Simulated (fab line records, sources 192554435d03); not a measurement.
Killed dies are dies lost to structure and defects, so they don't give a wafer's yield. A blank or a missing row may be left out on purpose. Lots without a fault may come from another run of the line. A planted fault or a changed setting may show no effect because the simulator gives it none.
Which tool did it? | flow n5_finfet | 12 lots, 36 wafers sampled, at 4 steps of a route of 1938

WHAT THE GAUGES READ, wafer by wafer
N5_BEOL_M13_RS_MEAS_54: measures by four-point-probe.
lot  | measured     | on            | M13_RS (ohm/sq)
L075 | day 12 20:33 | film_metro-02 | 0.0460 0.0454 0.0459
L079 | day 12 22:41 | film_metro-01 | 0.0440 0.0460 0.0451
L081 | day 13 13:40 | film_metro-02 | 0.0456 0.0454 0.0453
L080 | day 14 00:07 | film_metro-02 | 0.0449 0.0439 0.0438
L084 | day 14 18:29 | film_metro-01 | 0.0459 0.0450 0.0454
L086 | day 15 02:22 | film_metro-01 | 0.0447 0.0450 0.0450
L089 | day 15 22:29 | film_metro-02 | 0.0443 0.0453 0.0453
L087 | day 16 00:17 | film_metro-02 | 0.0452 0.0448 0.0451
L091 | day 16 14:10 | film_metro-01 | 0.0449 0.0465 0.0465
L094 | day 16 20:25 | film_metro-02 | 0.0454 0.0441 0.0442
L095 | day 17 11:46 | film_metro-02 | 0.0449 0.0452 0.0449
L097 | day 17 23:27 | film_metro-02 | 0.0448 0.0445 0.0446

WHICH TOOL RAN EACH LOT (tool, then ch and the chambers of the sampled wafers, then the start)
lot  | N5_BEOL_M12_SPUTTER_43       | N5_BEOL_M13_DESCUM_33              | N5_BEOL_M13_PRE_CLEAN_42
L075 | pvd_sputter-01, day 12 12:38 | rie_diel-02 ch 1,2, day 12 16:13   | pvd_sputter-01, day 12 18:37
L079 | pvd_sputter-03, day 12 15:55 | rie_diel-04 ch 0,1,2, day 12 19:45 | pvd_sputter-03, day 12 21:29
L081 | pvd_sputter-01, day 13 04:44 | rie_diel-02 ch 0,1, day 13 07:38   | pvd_sputter-02, day 13 12:13
L080 | pvd_sputter-02, day 13 08:41 | rie_diel-04 ch 2,3, day 13 12:43   | pvd_sputter-03, day 13 22:43
L084 | pvd_sputter-02, day 14 11:46 | rie_diel-02 ch 0,1, day 14 15:11   | pvd_sputter-02, day 14 17:17
L086 | pvd_sputter-02, day 14 14:19 | rie_diel-05 ch 0,1,3, day 14 17:52 | pvd_sputter-03, day 15 01:10
L089 | pvd_sputter-01, day 15 11:50 | rie_diel-02 ch 0,3, day 15 14:44   | pvd_sputter-03, day 15 20:19
L087 | pvd_sputter-01, day 15 14:35 | rie_diel-04 ch 1,3, day 15 17:28   | pvd_sputter-03, day 15 22:55
L091 | pvd_sputter-02, day 16 06:55 | rie_diel-05 ch 0,2, day 16 10:23   | pvd_sputter-01, day 16 12:58
L094 | pvd_sputter-03, day 16 11:10 | rie_diel-04 ch 1,2,3, day 16 14:29 | pvd_sputter-03, day 16 19:01
L095 | pvd_sputter-02, day 17 04:53 | rie_diel-02 ch 1,2,3, day 17 07:52 | pvd_sputter-02, day 17 10:32
L097 | pvd_sputter-01, day 17 16:11 | rie_diel-02 ch 1,3, day 17 19:50   | pvd_sputter-03, day 17 22:12
- N5_BEOL_M12_SPUTTER_43: material TaN, target thk 15 nm, time 24.19 s.
- N5_BEOL_M13_DESCUM_33: chemistry O2, time 7.9 s.
- N5_BEOL_M13_PRE_CLEAN_42: time 30 s.

THE ANSWER, worked out from the rows above alone
Rule: what is usual is taken from the lots themselves. Put in order of their means at a reading, lots are off if they are a third of the lots or fewer, leave a main group of 4 or more, and stand apart from it by a gap of 3 or more times the standard deviation of the main group's means; of several such gaps the widest counts. A main group whose means are all the same, to the digits that the tables above print for the reading, isn't used. A lot without any number at a reading at which 4 lots or more have one is off too. The other lots that the step has rows for count as sound.
No lot is off at any reading shown: from this, nothing can be told.

WHAT THE SIMULATOR HAD PUT IN
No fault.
